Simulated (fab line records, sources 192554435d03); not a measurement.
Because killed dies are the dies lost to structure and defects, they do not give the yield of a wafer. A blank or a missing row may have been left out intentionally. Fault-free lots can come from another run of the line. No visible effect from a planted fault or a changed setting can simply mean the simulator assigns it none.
Matching of chambers + flow n5Finfet + N5_BEOL_M8_ETCH_65 on rieDiel-02: 4 sister chambers
The step etches SiARC in CF4, target depth 15.6 nm, time 26 s. 20 wafers are shown with their chamber, then 10 later ones without.

## WAFERS PAIRED WITH THEIR CHAMBERS
| wafer  | chamber | drypumpMotorCurrentA (A) | showerheadPlenumPTorr (Torr) | throttleValvePct (%) |
|--------|---------|--------------------------|------------------------------|----------------------|
| L074.4 | 0       | 5.8                      | 2.18                         | 15.31                |
| L074.5 | 1       | 5.6                      | 2.17                         | 15.40                |
| L074.6 | 2       | 5.8                      | 2.24                         | 15.41                |
| L075.2 | 1       | 5.6                      | 2.17                         | 15.40                |
| L075.3 | 2       | 5.8                      | 2.24                         | 15.42                |
| L075.4 | 0       | 5.8                      | 2.18                         | 15.31                |
| L078.1 | 3       | 4.7                      | 2.07                         | 15.72                |
| L078.2 | 1       | 5.6                      | 2.17                         | 15.41                |
| L078.4 | 0       | 5.8                      | 2.18                         | 15.34                |
| L080.1 | 1       | 5.6                      | 2.17                         | 15.41                |
| L080.5 | 2       | 5.8                      | 2.23                         | 15.43                |
| L080.6 | 1       | 5.5                      | 2.17                         | 15.43                |
| L083.1 | 2       | 5.7                      | 2.23                         | 15.44                |
| L083.2 | 0       | 5.8                      | 2.17                         | 15.37                |
| L083.5 | 2       | 5.7                      | 2.23                         | 15.45                |
| L086.1 | 1       | 5.6                      | 2.16                         | 15.43                |
| L086.3 | 0       | 5.8                      | 2.17                         | 15.38                |
| L086.4 | 1       | 5.6                      | 2.16                         | 15.44                |
| L090.1 | 1       | 5.6                      | 2.16                         | 15.44                |
| L090.2 | 0       | 5.8                      | 2.17                         | 15.40                |

SIGNATURES (means of the wafers above)
| reading               | chamber 0 | chamber 1 | chamber 2 | chamber 3 | scatter within a chamber |
|-----------------------|-----------|-----------|-----------|-----------|--------------------------|
| drypumpMotorCurrentA  | 5.800     | 5.587     | 5.760     | 4.700     | 0.036                    |
| showerheadPlenumPTorr | 2.1750    | 2.1662    | 2.2340    | 2.0700    | 0.00535                  |
| throttleValvePct      | 15.3517   | 15.4200   | 15.4300   | 15.7200   | 0.0251                   |
Rule: distance of a wafer from a chamber = root of the sum over the readings of ((wafer's reading minus chamber's mean) / reading's scatter) squared. If the next closest chamber is less than 2 further off than the closest, the wafer can't be placed; otherwise it belongs to the closest. The scatter: take each reading less its chamber's mean, square it, sum over the shown wafers, divide by the number of wafers less the number of chambers, and take the root.

## WAFERS WITH NO CHAMBER GIVEN
| wafer  | drypumpMotorCurrentA (A) | showerheadPlenumPTorr (Torr) | throttleValvePct (%) |
|--------|--------------------------|------------------------------|----------------------|
| L090.3 | 4.7                      | 2.06                         | 15.80                |
| L090.4 | 5.5                      | 2.16                         | 15.46                |
| L090.5 | 5.8                      | 2.17                         | 15.38                |
| L090.6 | 4.7                      | 2.06                         | 15.80                |
| L093.1 | 5.8                      | 2.16                         | 15.43                |
| L093.2 | 5.6                      | 2.16                         | 15.48                |
| L093.3 | 4.7                      | 2.06                         | 15.82                |
| L093.4 | 4.7                      | 2.06                         | 15.81                |
| L093.5 | 5.8                      | 2.16                         | 15.40                |
| L093.6 | 5.6                      | 2.16                         | 15.48                |

## WHICH CHAMBER EACH WENT THROUGH
| wafer  | from the rows above     | in truth |
|--------|-------------------------|----------|
| L090.3 | 3                       | 3        |
| L090.4 | 1                       | 1        |
| L090.5 | 0                       | 0        |
| L090.6 | 3                       | 3        |
| L093.1 | can't be placed: 0 or 1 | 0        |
| L093.2 | 1                       | 1        |
| L093.3 | 3                       | 3        |
| L093.4 | 3                       | 3        |
| L093.5 | 0                       | 0        |
| L093.6 | 1                       | 1        |
Correctly placed: 9 of 10. From these rows, 1 cannot be placed; in 1 the true chamber is one of the candidates. Placed wrongly: 0.
